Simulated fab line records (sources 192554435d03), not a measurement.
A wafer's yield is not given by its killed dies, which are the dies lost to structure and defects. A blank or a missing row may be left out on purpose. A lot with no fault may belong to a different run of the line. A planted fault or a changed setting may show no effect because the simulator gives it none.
Split-lot trial / flow n5 finfet / route with 1938 steps; 7 lots, 21 wafers read

== SPLIT DETAILS ==
At N5_SD_EPI_N_EPI_21 (deposits Si:P, time 690 s), the setting epi growth time s was moved away from the recipe's 690 s on 5 of the 21 wafers read, by +3.8% to +6.0%. For the rest of the wafers, this setting stayed at what the recipe calls for.

The split's own step is where the reading is taken.

== THE READING ==
Si-P_of_SD_EPI_N_EPI_21.thk nm (the simulator's own value, which no gauge read), in nm, at N5_SD_EPI_N_EPI_21 (deposits Si:P, time 690 s). There is no usual value for it anywhere in the file. Average 59.0 nm, standard deviation 0.59 nm, over the 16 wafers here run with the recipe.

wafer=L075.1; tool, chamber at the split=epi rpcvd-02, 0; epi growth time s as run, s=690; against the recipe=recipe; Si-P_of_SD_EPI_N_EPI_21.thk nm, nm=59.4; against lot-mates on the recipe=-
wafer=L075.3; tool, chamber at the split=epi rpcvd-02, 0; epi growth time s as run, s=690; against the recipe=recipe; Si-P_of_SD_EPI_N_EPI_21.thk nm, nm=59.6; against lot-mates on the recipe=-
wafer=L075.4; tool, chamber at the split=epi rpcvd-02, 0; epi growth time s as run, s=726.7; against the recipe=+5.3%; Si-P_of_SD_EPI_N_EPI_21.thk nm, nm=61.8; against lot-mates on the recipe=+2.3
wafer=L077.2; tool, chamber at the split=epi rpcvd-02, 0; epi growth time s as run, s=690; against the recipe=recipe; Si-P_of_SD_EPI_N_EPI_21.thk nm, nm=59.4; against lot-mates on the recipe=-
wafer=L077.3; tool, chamber at the split=epi rpcvd-02, 0; epi growth time s as run, s=690; against the recipe=recipe; Si-P_of_SD_EPI_N_EPI_21.thk nm, nm=60; against lot-mates on the recipe=-
wafer=L077.6; tool, chamber at the split=epi rpcvd-02, 0; epi growth time s as run, s=690; against the recipe=recipe; Si-P_of_SD_EPI_N_EPI_21.thk nm, nm=59.6; against lot-mates on the recipe=-
wafer=L078.2; tool, chamber at the split=epi rpcvd-02, 0; epi growth time s as run, s=731.4; against the recipe=+6.0%; Si-P_of_SD_EPI_N_EPI_21.thk nm, nm=61.8; against lot-mates on the recipe=+3.4
wafer=L078.4; tool, chamber at the split=epi rpcvd-02, 0; epi growth time s as run, s=690; against the recipe=recipe; Si-P_of_SD_EPI_N_EPI_21.thk nm, nm=58.4; against lot-mates on the recipe=-
wafer=L078.5; tool, chamber at the split=epi rpcvd-02, 0; epi growth time s as run, s=731.4; against the recipe=+6.0%; Si-P_of_SD_EPI_N_EPI_21.thk nm, nm=61.4; against lot-mates on the recipe=+3.0
wafer=L082.2; tool, chamber at the split=epi rpcvd-04, 0; epi growth time s as run, s=690; against the recipe=recipe; Si-P_of_SD_EPI_N_EPI_21.thk nm, nm=58.8; against lot-mates on the recipe=-
wafer=L082.4; tool, chamber at the split=epi rpcvd-04, 0; epi growth time s as run, s=690; against the recipe=recipe; Si-P_of_SD_EPI_N_EPI_21.thk nm, nm=57.8; against lot-mates on the recipe=-
wafer=L082.6; tool, chamber at the split=epi rpcvd-04, 0; epi growth time s as run, s=716.5; against the recipe=+3.8%; Si-P_of_SD_EPI_N_EPI_21.thk nm, nm=59.8; against lot-mates on the recipe=+1.5
wafer=L084.1; tool, chamber at the split=epi rpcvd-04, 0; epi growth time s as run, s=719; against the recipe=+4.2%; Si-P_of_SD_EPI_N_EPI_21.thk nm, nm=59.4; against lot-mates on the recipe=+1.2
wafer=L084.3; tool, chamber at the split=epi rpcvd-04, 0; epi growth time s as run, s=690; against the recipe=recipe; Si-P_of_SD_EPI_N_EPI_21.thk nm, nm=58.2; against lot-mates on the recipe=-
wafer=L084.6; tool, chamber at the split=epi rpcvd-04, 0; epi growth time s as run, s=690; against the recipe=recipe; Si-P_of_SD_EPI_N_EPI_21.thk nm, nm=58.2; against lot-mates on the recipe=-
wafer=L091.1; tool, chamber at the split=epi rpcvd-02, 0; epi growth time s as run, s=690; against the recipe=recipe; Si-P_of_SD_EPI_N_EPI_21.thk nm, nm=58.4; against lot-mates on the recipe=-
wafer=L091.2; tool, chamber at the split=epi rpcvd-02, 0; epi growth time s as run, s=690; against the recipe=recipe; Si-P_of_SD_EPI_N_EPI_21.thk nm, nm=59; against lot-mates on the recipe=-
wafer=L091.3; tool, chamber at the split=epi rpcvd-02, 0; epi growth time s as run, s=690; against the recipe=recipe; Si-P_of_SD_EPI_N_EPI_21.thk nm, nm=59; against lot-mates on the recipe=-
wafer=L095.3; tool, chamber at the split=epi rpcvd-04, 0; epi growth time s as run, s=690; against the recipe=recipe; Si-P_of_SD_EPI_N_EPI_21.thk nm, nm=59.4; against lot-mates on the recipe=-
wafer=L095.5; tool, chamber at the split=epi rpcvd-04, 0; epi growth time s as run, s=690; against the recipe=recipe; Si-P_of_SD_EPI_N_EPI_21.thk nm, nm=59; against lot-mates on the recipe=-
wafer=L095.6; tool, chamber at the split=epi rpcvd-04, 0; epi growth time s as run, s=690; against the recipe=recipe; Si-P_of_SD_EPI_N_EPI_21.thk nm, nm=59; against lot-mates on the recipe=-

THE FIT
A straight line over all 21 wafers: Si-P_of_SD_EPI_N_EPI_21.thk nm changes by +0.399 nm for each +1% of epi growth time s; r = +0.81; the points scatter about the line by 0.66 nm.
The same after taking each lot's own level away (the mean of its wafers on the recipe; 21 wafers): +0.467 nm for each +1%; r = +0.96; scatter 0.34 nm.
According to that fit, moving epi growth time s by its largest amount changes the reading by 2.8 nm.
Across the lots, their own levels run from 58.20 to 59.67 nm, a range of 2.5 times the standard deviation given above.
In other words, the slope is changed by the lot-to-lot level; the two fits disagree.
Check: +2.55 nm against its lot-mates is what the line predicts for one of the wafers moved furthest among these (+6.0%) when that wafer is left out of the fit. Against them it came out at +3.4 nm.

== ADDITIONAL SPLITS CARRIED BY THESE WAFERS ==
Before the reading, these wafers also passed through other splits. Each is held against what the fit with the lots' levels taken away leaves over:
other split on the same wafers=N5_ZERO_LAYER_PECVD_02 time s; wafers away from the commonest value=10; r with Si-P_of_SD_EPI_N_EPI_21.thk nm (lot level and that fit taken away)=+0.01
other split on the same wafers=N5_ZERO_LAYER_COAT_05 spin rpm; wafers away from the commonest value=4; r with Si-P_of_SD_EPI_N_EPI_21.thk nm (lot level and that fit taken away)=+0.14
other split on the same wafers=N5_ZERO_LAYER_DEVELOP_10 develop time s; wafers away from the commonest value=6; r with Si-P_of_SD_EPI_N_EPI_21.thk nm (lot level and that fit taken away)=-0.16
other split on the same wafers=N5_WELL_APT_COAT_02 spin rpm; wafers away from the commonest value=5; r with Si-P_of_SD_EPI_N_EPI_21.thk nm (lot level and that fit taken away)=+0.05
other split on the same wafers=N5_FIN_SAQP_COAT_50 spin rpm; wafers away from the commonest value=7; r with Si-P_of_SD_EPI_N_EPI_21.thk nm (lot level and that fit taken away)=-0.10
other split on the same wafers=N5_FIN_SAQP_PEB_14 peb time s; wafers away from the commonest value=10; r with Si-P_of_SD_EPI_N_EPI_21.thk nm (lot level and that fit taken away)=-0.18
other split on the same wafers=N5_FIN_CUT_COAT_02 spin rpm; wafers away from the commonest value=9; r with Si-P_of_SD_EPI_N_EPI_21.thk nm (lot level and that fit taken away)=-0.10
other split on the same wafers=N5_FIN_CUT_EXPOSE_05 dose mj; wafers away from the commonest value=9; r with Si-P_of_SD_EPI_N_EPI_21.thk nm (lot level and that fit taken away)=+0.11
other split on the same wafers=N5_DUMMY_GATE_DESCUM_20 time s; wafers away from the commonest value=6; r with Si-P_of_SD_EPI_N_EPI_21.thk nm (lot level and that fit taken away)=+0.16
other split on the same wafers=N5_DUMMY_GATE_ETCH_31 target depth a; wafers away from the commonest value=9; r with Si-P_of_SD_EPI_N_EPI_21.thk nm (lot level and that fit taken away)=+0.11

== FILE'S OWN FIT ==
Si-P_of_SD_EPI_N_EPI_21.thk nm changes by +0.437 nm for each +1% of epi growth time s, r = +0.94.
